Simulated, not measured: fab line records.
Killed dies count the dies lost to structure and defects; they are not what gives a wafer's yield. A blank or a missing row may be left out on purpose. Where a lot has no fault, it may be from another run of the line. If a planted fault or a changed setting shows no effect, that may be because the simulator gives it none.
What tool caused it? || flow nand harc || Sampling: 14 lots, 40 wafers, 6 of 1302 route steps

WHAT THE GAUGES READ, wafer by wafer
NHARC_A_DECK1_JOINT_THK_MEAS_17: measures by ellipsometry. Usual: thk nm 45.1 nm, standard deviation 1.1.
{"lot": "L622", "measured": "day 11 21:28", "on": "film metro-01", "thk nm (nm)": "44.5 45.5 46.7", "flag": ""}
{"lot": "L623", "measured": "day 12 16:49", "on": "film metro-02", "thk nm (nm)": "45.1 44.7 44.1", "flag": ""}
{"lot": "L624", "measured": "day 12 22:23", "on": "film metro-01", "thk nm (nm)": "45.8 43.9 46.0", "flag": ""}
{"lot": "L625", "measured": "day 13 12:08", "on": "film metro-01", "thk nm (nm)": "45.9 44.0 46.3", "flag": ""}
{"lot": "L626", "measured": "day 14 02:16", "on": "film metro-01", "thk nm (nm)": "45.6 44.1 45.1", "flag": ""}
{"lot": "L630", "measured": "day 15 21:28", "on": "film metro-02", "thk nm (nm)": "44.0 44.3 46.7", "flag": ""}
{"lot": "L631", "measured": "day 16 02:24", "on": "film metro-02", "thk nm (nm)": "44.0 45.5 44.5", "flag": ""}
{"lot": "L632", "measured": "day 16 22:11", "on": "film metro-01", "thk nm (nm)": "45.8 46.3 43.4", "flag": ""}
{"lot": "L636", "measured": "day 19 00:39", "on": "film metro-01", "thk nm (nm)": "44.2 44.9", "flag": ""}
{"lot": "L641", "measured": "day 19 21:53", "on": "film metro-01", "thk nm (nm)": "44.7 46.3", "flag": ""}
{"lot": "L643", "measured": "day 21 08:19", "on": "film metro-02", "thk nm (nm)": "43.6 45.5 43.0", "flag": ""}
{"lot": "L642", "measured": "day 21 08:17", "on": "film metro-01", "thk nm (nm)": "45.1 46.0 43.1", "flag": ""}
{"lot": "L645", "measured": "day 22 02:48", "on": "film metro-01", "thk nm (nm)": "43.3 43.9 43.6", "flag": ""}
{"lot": "L644", "measured": "day 22 02:53", "on": "film metro-02", "thk nm (nm)": "43.6 44.9 45.0", "flag": ""}

NHARC_A_ONON_D2_THK_MEAS_05: measures by ellipsometry. Usual: thk nm 1002 nm, standard deviation 9.8.
{"lot": "L622", "measured": "day 11 22:40", "on": "film metro-02", "thk nm (nm)": "1001 1002 1003", "flag": ""}
{"lot": "L623", "measured": "day 12 17:59", "on": "film metro-02", "thk nm (nm)": "1025 1026 1027", "flag": ""}
{"lot": "L624", "measured": "day 12 23:34", "on": "film metro-02", "thk nm (nm)": "1005 1003 1003", "flag": ""}
{"lot": "L625", "measured": "day 13 13:19", "on": "film metro-01", "thk nm (nm)": "999 999 999", "flag": ""}
{"lot": "L626", "measured": "day 14 03:27", "on": "film metro-02", "thk nm (nm)": "998 999 998", "flag": ""}
{"lot": "L630", "measured": "day 15 22:39", "on": "film metro-02", "thk nm (nm)": "995 994 996", "flag": ""}
{"lot": "L631", "measured": "day 16 03:35", "on": "film metro-02", "thk nm (nm)": "1006 1007 1009", "flag": ""}
{"lot": "L632", "measured": "day 17 05:16", "on": "film metro-01", "thk nm (nm)": "1020 1021 1021", "flag": ""}
{"lot": "L636", "measured": "day 19 01:49", "on": "film metro-01", "thk nm (nm)": "1006 1047", "flag": ""}
{"lot": "L641", "measured": "day 19 23:05", "on": "film metro-01", "thk nm (nm)": "997 1042", "flag": ""}
{"lot": "L643", "measured": "day 21 09:30", "on": "film metro-01", "thk nm (nm)": "979 979 979", "flag": ""}
{"lot": "L642", "measured": "day 21 09:27", "on": "film metro-02", "thk nm (nm)": "1002 1003 1004", "flag": ""}
{"lot": "L645", "measured": "day 22 03:59", "on": "film metro-02", "thk nm (nm)": "1006 1008 1005", "flag": ""}
{"lot": "L644", "measured": "day 22 04:05", "on": "film metro-01", "thk nm (nm)": "1000 997 999", "flag": ""}

NHARC_A_ONON_D2_THK_MEAS_24: measures by ellipsometry. Usual: thk nm 1007 nm, standard deviation 8.3.
{"lot": "L622", "measured": "day 12 09:35", "on": "film metro-02", "thk nm (nm)": "1005 1008 1007", "flag": ""}
{"lot": "L623", "measured": "day 13 04:15", "on": "film metro-02", "thk nm (nm)": "998 999 998", "flag": ""}
{"lot": "L624", "measured": "day 13 10:23", "on": "film metro-02", "thk nm (nm)": "1005 1005 1005", "flag": ""}
{"lot": "L625", "measured": "day 14 00:14", "on": "film metro-02", "thk nm (nm)": "1000 998 999", "flag": ""}
{"lot": "L626", "measured": "day 14 13:42", "on": "film metro-02", "thk nm (nm)": "1019 1018 1018", "flag": ""}
{"lot": "L630", "measured": "day 16 13:09", "on": "film metro-02", "thk nm (nm)": "1024 1025 1022", "flag": ""}
{"lot": "L631", "measured": "day 16 13:08", "on": "film metro-02", "thk nm (nm)": "1007 1006 1008", "flag": ""}
{"lot": "L632", "measured": "day 17 17:04", "on": "film metro-02", "thk nm (nm)": "1018 1016 1017", "flag": ""}
{"lot": "L636", "measured": "day 19 12:22", "on": "film metro-02", "thk nm (nm)": "1001 1001", "flag": ""}
{"lot": "L641", "measured": "day 20 09:41", "on": "film metro-01", "thk nm (nm)": "998 995", "flag": ""}
{"lot": "L643", "measured": "day 21 20:41", "on": "film metro-01", "thk nm (nm)": "1001 1002 1004", "flag": ""}
{"lot": "L642", "measured": "day 21 20:28", "on": "film metro-01", "thk nm (nm)": "999 998 998", "flag": ""}
{"lot": "L645", "measured": "day 22 14:34", "on": "film metro-01", "thk nm (nm)": "1005 1005 1005", "flag": ""}
{"lot": "L644", "measured": "day 22 14:34", "on": "film metro-02", "thk nm (nm)": "1005 1006 1006", "flag": ""}

NHARC_END_SORT_01. Usual: killed at array 53, standard deviation 21; killed at other 0.8, standard deviation 1.1; killed at periphery 4.2, standard deviation 2.7; killed dies 58, standard deviation 22; killed open 3.4, standard deviation 1.9; killed short 2.5, standard deviation 1.6.
{"lot": "L636", "measured": "day 31 20:02", "on": "prober-01", "killed at array": "30 19", "killed at other": "0 1", "killed at periphery": "2 4", "killed dies": "32 24", "killed open": "2 3", "killed short": "0 0", "flag": ""}

WHICH TOOL RAN EACH LOT (tool, then ch and the chambers of the sampled wafers, then the start)
{"lot": "L622", "NHARC_A_CHANNEL_FILL_D1_ALD_16": "ald hk-01 ch 0,2, day 9 01:29", "NHARC_A_ONON_D2_DEP_03": "pecvd onon-03 ch 0, day 11 22:09"}
{"lot": "L623", "NHARC_A_CHANNEL_FILL_D1_ALD_16": "ald hk-01 ch 0,1,3, day 9 15:54", "NHARC_A_ONON_D2_DEP_03": "pecvd onon-03 ch 0, day 12 17:32"}
{"lot": "L624", "NHARC_A_CHANNEL_FILL_D1_ALD_16": "ald hk-02 ch 2,3, day 10 01:21", "NHARC_A_ONON_D2_DEP_03": "pecvd onon-03 ch 0, day 12 23:13"}
{"lot": "L625", "NHARC_A_CHANNEL_FILL_D1_ALD_16": "ald hk-02 ch 0,3, day 10 11:19", "NHARC_A_ONON_D2_DEP_03": "pecvd onon-04 ch 0, day 13 12:52"}
{"lot": "L626", "NHARC_A_CHANNEL_FILL_D1_ALD_16": "ald hk-03 ch 0,1,2, day 11 02:17", "NHARC_A_ONON_D2_DEP_03": "pecvd onon-01 ch 0, day 14 02:56"}
{"lot": "L630", "NHARC_A_CHANNEL_FILL_D1_ALD_16": "ald hk-03 ch 0,1,3, day 12 22:57", "NHARC_A_ONON_D2_DEP_03": "pecvd onon-01 ch 0, day 15 22:08"}
{"lot": "L631", "NHARC_A_CHANNEL_FILL_D1_ALD_16": "ald hk-03 ch 0,2,3, day 13 05:22", "NHARC_A_ONON_D2_DEP_03": "pecvd onon-03 ch 0, day 16 03:04"}
{"lot": "L632", "NHARC_A_CHANNEL_FILL_D1_ALD_16": "ald hk-02 ch 1,2,3, day 13 17:01", "NHARC_A_ONON_D2_DEP_03": "pecvd onon-03 ch 0, day 17 04:45"}
{"lot": "L636", "NHARC_A_CHANNEL_FILL_D1_ALD_16": "ald hk-03 ch 0,2, day 15 11:01", "NHARC_A_ONON_D2_DEP_03": "pecvd onon-03 ch 0, day 19 01:19"}
{"lot": "L641", "NHARC_A_CHANNEL_FILL_D1_ALD_16": "ald hk-01 ch 0,2, day 16 23:30", "NHARC_A_ONON_D2_DEP_03": "pecvd onon-03 ch 0, day 19 22:35"}
{"lot": "L643", "NHARC_A_CHANNEL_FILL_D1_ALD_16": "ald hk-02 ch 0,3, day 18 07:19", "NHARC_A_ONON_D2_DEP_03": "pecvd onon-04 ch 0, day 21 08:59"}
{"lot": "L642", "NHARC_A_CHANNEL_FILL_D1_ALD_16": "ald hk-01 ch 1,3, day 18 07:20", "NHARC_A_ONON_D2_DEP_03": "pecvd onon-01 ch 0, day 21 09:00"}
{"lot": "L645", "NHARC_A_CHANNEL_FILL_D1_ALD_16": "ald hk-02 ch 0,1,2, day 18 21:12", "NHARC_A_ONON_D2_DEP_03": "pecvd onon-01 ch 0, day 22 03:28"}
{"lot": "L644", "NHARC_A_CHANNEL_FILL_D1_ALD_16": "ald hk-02 ch 1,2, day 19 01:16", "NHARC_A_ONON_D2_DEP_03": "pecvd onon-04 ch 0, day 22 03:37"}
- NHARC_A_CHANNEL_FILL_D1_ALD_16: deposits SiO2, target thk 1.5 nm, pulse time 10 s, ald cycles 15.
- NHARC_A_ONON_D2_DEP_03: target thk 1000 nm.

WHAT THE TOOLS THEMSELVES READ (means of the sampled wafers that have a number; where no wafer has one, the mark that the record gives instead)
NHARC_A_CHANNEL_FILL_D1_ALD_16. Usual: heater power w 470 W, standard deviation 46; precursor pulse height rel 1.002, standard deviation 0.02.
{"lot": "L622", "tool": "ald hk-01", "heater power w (W)": 497, "precursor pulse height rel": 0.997, "flag": ""}
{"lot": "L623", "tool": "ald hk-01", "heater power w (W)": 518, "precursor pulse height rel": 1.004, "flag": ""}
{"lot": "L624", "tool": "ald hk-02", "heater power w (W)": 433, "precursor pulse height rel": 1.002, "flag": ""}
{"lot": "L625", "tool": "ald hk-02", "heater power w (W)": 444, "precursor pulse height rel": 0.994, "flag": ""}
{"lot": "L626", "tool": "ald hk-03", "heater power w (W)": 462, "precursor pulse height rel": 0.990, "flag": ""}
{"lot": "L630", "tool": "ald hk-03", "heater power w (W)": 458, "precursor pulse height rel": 1.019, "flag": ""}
{"lot": "L631", "tool": "ald hk-03", "heater power w (W)": 468, "precursor pulse height rel": 1.002, "flag": ""}
{"lot": "L632", "tool": "ald hk-02", "heater power w (W)": 424, "precursor pulse height rel": 1.020, "flag": ""}
{"lot": "L636", "tool": "ald hk-03", "heater power w (W)": 466, "precursor pulse height rel": 0.998, "flag": ""}
{"lot": "L641", "tool": "ald hk-01", "heater power w (W)": 532, "precursor pulse height rel": 1.032, "flag": ""}
{"lot": "L643", "tool": "ald hk-02", "heater power w (W)": 457, "precursor pulse height rel": 1.016, "flag": ""}
{"lot": "L642", "tool": "ald hk-01", "heater power w (W)": 536, "precursor pulse height rel": 1.005, "flag": ""}
{"lot": "L645", "tool": "ald hk-02", "heater power w (W)": 425, "precursor pulse height rel": 1.014, "flag": ""}
{"lot": "L644", "tool": "ald hk-02", "heater power w (W)": 410, "precursor pulse height rel": 1.004, "flag": ""}

THE ANSWER, worked out from the rows above alone
Rule: a lot is off if the mean of its wafers that have a number lies more than 3 standard deviations from the usual mean. Also off: a lot with no number at a reading for which 4 or more lots have one. Any other lot the step has rows for is counted as sound. Order of review: gauges by route order, followed by the tools' own readings, for which a lot's mean as printed above is used. The first step at which some lot is off is used, and at that step the reading that is off furthest; a lot without a number counts as furthest.
No lot is off on any of the readings shown, so nothing can be concluded from this.

WHAT THE SIMULATOR HAD INSERTED
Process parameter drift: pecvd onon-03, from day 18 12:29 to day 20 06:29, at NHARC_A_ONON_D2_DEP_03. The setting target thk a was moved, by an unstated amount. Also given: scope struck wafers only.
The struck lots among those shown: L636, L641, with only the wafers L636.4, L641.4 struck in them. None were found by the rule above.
